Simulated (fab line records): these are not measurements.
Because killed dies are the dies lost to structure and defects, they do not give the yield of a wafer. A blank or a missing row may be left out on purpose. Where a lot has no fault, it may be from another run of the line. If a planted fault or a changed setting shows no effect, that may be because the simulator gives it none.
Lot-split experiment + flow n5 finfet + on a route of 1938 steps: 7 lots, 39 wafers read

THE SPLIT
At N5_BEOL_M0_SAQP_CUT_ETCH_46 (etches SOC in N2/H2, target depth 135 nm, overetch 27 nm, time 202.5 s), the setting time s was moved away from the recipe's 202.5 s on 12 of the 39 wafers read, by -38.7% to +33.0%. For the rest of the wafers, this setting stayed at what the recipe calls for.

FROM THE SPLIT TO THE READING: what the file shows between them, 3 steps
- N5_BEOL_M0_SAQP_STRIP_74: strips in N2/H2
- N5_BEOL_M0_SAQP_STRIP_89: strips in N2/H2
- N5_BEOL_M0_SAQP_ALD_48: deposits SiO2, target thk 20 nm, pulse time 1 s, co reactant pulse time 1 s

THE READING
BEOL_M0_SAQP.cd nm (the simulator's own value, which no gauge read), in nm, at N5_BEOL_M0_SAQP_ETCH_49 (etches SiO2 in CF4/O2, target depth 37 nm). The file gives no usual value for it. The 27 wafers here that ran the recipe average 29.9 nm, standard deviation 0.26 nm.

| wafer  | tool, chamber at the split | time s as run, s | against the recipe | BEOL_M0_SAQP.cd nm, nm | against lot-mates on the recipe |
|--------|----------------------------|------------------|--------------------|------------------------|---------------------------------|
| L075.1 | rie diel-06, 2             | 269.4            | +33.0%             | 31.2                   | +1.6                            |
| L075.2 | rie diel-06, 0             | 202.5            | recipe             | 29.6                   | -                               |
| L075.3 | rie diel-06, 3             | 269.4            | +33.0%             | 31.4                   | +1.8                            |
| L075.4 | rie diel-06, 0             | 202.5            | recipe             | 29.4                   | -                               |
| L075.5 | rie diel-06, 2             | 269.4            | +33.0%             | 31                     | +1.4                            |
| L075.6 | rie diel-06, 3             | 202.5            | recipe             | 29.8                   | -                               |
| L081.1 | rie diel-05, 2             | 124.2            | -38.7%             | 28.8                   | -1.3                            |
| L081.2 | rie diel-05, 0             | 202.5            | recipe             | 30                     | -                               |
| L081.5 | rie diel-05, 0             | 202.5            | recipe             | 30                     | -                               |
| L081.3 | rie diel-05, 1,3           | 124.2            | -38.7%             | 28.6                   | -1.5                            |
| L081.6 | rie diel-05, 1,3           | 124.2            | -38.7%             | 28.6                   | -1.5                            |
| L081.4 | rie diel-05, 3             | 202.5            | recipe             | 30.2                   | -                               |
| L083.1 | rie diel-06, 3,0           | 202.5            | recipe             | 29.8                   | -                               |
| L083.3 | rie diel-06, 1             | 202.5            | recipe             | 29.8                   | -                               |
| L083.4 | rie diel-06, 3,0           | 202.5            | recipe             | 29.8                   | -                               |
| L083.6 | rie diel-06, 0             | 202.5            | recipe             | 29.8                   | -                               |
| L083.2 | rie diel-06, 2             | 202.5            | recipe             | 29.6                   | -                               |
| L083.5 | rie diel-06, 3             | 202.5            | recipe             | 29.6                   | -                               |
| L087.3 | rie diel-05, 1             | 202.5            | recipe             | 29.6                   | -                               |
| L087.4 | rie diel-05, 2             | 202.5            | recipe             | 30.2                   | -                               |
| L087.5 | rie diel-05, 1             | 202.5            | recipe             | 29.8                   | -                               |
| L088.1 | rie diel-06, 3             | 146.6            | -27.6%             | 29.2                   | -0.9                            |
| L088.2 | rie diel-06, 2             | 146.6            | -27.6%             | 28.8                   | -1.3                            |
| L088.5 | rie diel-06, 3             | 146.6            | -27.6%             | 28.8                   | -1.3                            |
| L088.3 | rie diel-06, 0             | 202.5            | recipe             | 30                     | -                               |
| L088.6 | rie diel-06, 0             | 202.5            | recipe             | 30                     | -                               |
| L088.4 | rie diel-06, 1             | 202.5            | recipe             | 30.4                   | -                               |
| L089.1 | rie diel-05, 2             | 163.8            | -19.1%             | 29.6                   | -0.2                            |
| L089.2 | rie diel-05, 1             | 202.5            | recipe             | 29.8                   | -                               |
| L089.3 | rie diel-05, 0             | 163.8            | -19.1%             | 29                     | -0.8                            |
| L089.5 | rie diel-05, 0             | 163.8            | -19.1%             | 29                     | -0.8                            |
| L089.4 | rie diel-05, 3             | 202.5            | recipe             | 30                     | -                               |
| L089.6 | rie diel-05, 1             | 202.5            | recipe             | 29.6                   | -                               |
| L096.1 | rie diel-02, 1             | 202.5            | recipe             | 30.4                   | -                               |
| L096.2 | rie diel-02, 0             | 202.5            | recipe             | 30.2                   | -                               |
| L096.3 | rie diel-02, 2,3           | 202.5            | recipe             | 30.2                   | -                               |
| L096.5 | rie diel-02, 0,3           | 202.5            | recipe             | 30.2                   | -                               |
| L096.6 | rie diel-02, 0,3           | 202.5            | recipe             | 30.2                   | -                               |
| L096.4 | rie diel-02, 2,3           | 202.5            | recipe             | 30                     | -                               |
The file does not say which wafer passed through which chamber wherever a row lists several chambers: such a row stands for several wafers.

THE FIT
A straight line over all 39 wafers: BEOL_M0_SAQP.cd nm changes by +0.0357 nm for each +1% of time s; r = +0.92; the points scatter about the line by 0.25 nm.
The same after taking each lot's own level away (the mean of its wafers on the recipe; 39 wafers): +0.0414 nm for each +1%; r = +0.96; scatter 0.19 nm.
That fit puts the effect of the largest move of time s on the reading at 1.6 nm.
From 29.60 to 30.20 nm: that is the span of the lots' own levels, equal to 2.3 times the standard deviation above.
Hence the slope depends on the lot-to-lot level, as the two fits are not the same.
Check: for one of the wafers moved furthest among these (-38.7%), held out of the fit, the line's prediction against its lot-mates is -1.61 nm. It came out at -1.27 nm against them.

THE WHOLE CHAIN: every reading that the file lists as answering this split, in the file's order
| step                        | what it does                                                           | reading                                                                               | change (the file's fit)                | r (the file's) |
|-----------------------------|------------------------------------------------------------------------|---------------------------------------------------------------------------------------|----------------------------------------|----------------|
| N5_BEOL_M0_SAQP_CUT_ETCH_46 | etches SOC in N2/H2, target depth 135 nm, overetch 27 nm, time 202.5 s | SiARC_of_BEOL_M0_SAQP_COAT_72.thk nm (the simulator's own value, which no gauge read) | -0.0999 nm for each +1% of the setting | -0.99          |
| N5_BEOL_M0_SAQP_CUT_ETCH_46 | etches SOC in N2/H2, target depth 135 nm, overetch 27 nm, time 202.5 s | BEOL_M0_SAQP.cd nm (the simulator's own value, which no gauge read)                   | +0.0403 nm for each +1% of the setting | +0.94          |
| N5_BEOL_M0_SAQP_ETCH_49     | etches SiO2 in CF4/O2, target depth 37 nm                              | BEOL_M0_SAQP.cd nm (the simulator's own value, which no gauge read)                   | +0.0408 nm for each +1% of the setting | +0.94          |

FILE'S OWN FIT
BEOL_M0_SAQP.cd nm changes by +0.0408 nm for each +1% of time s, r = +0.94.
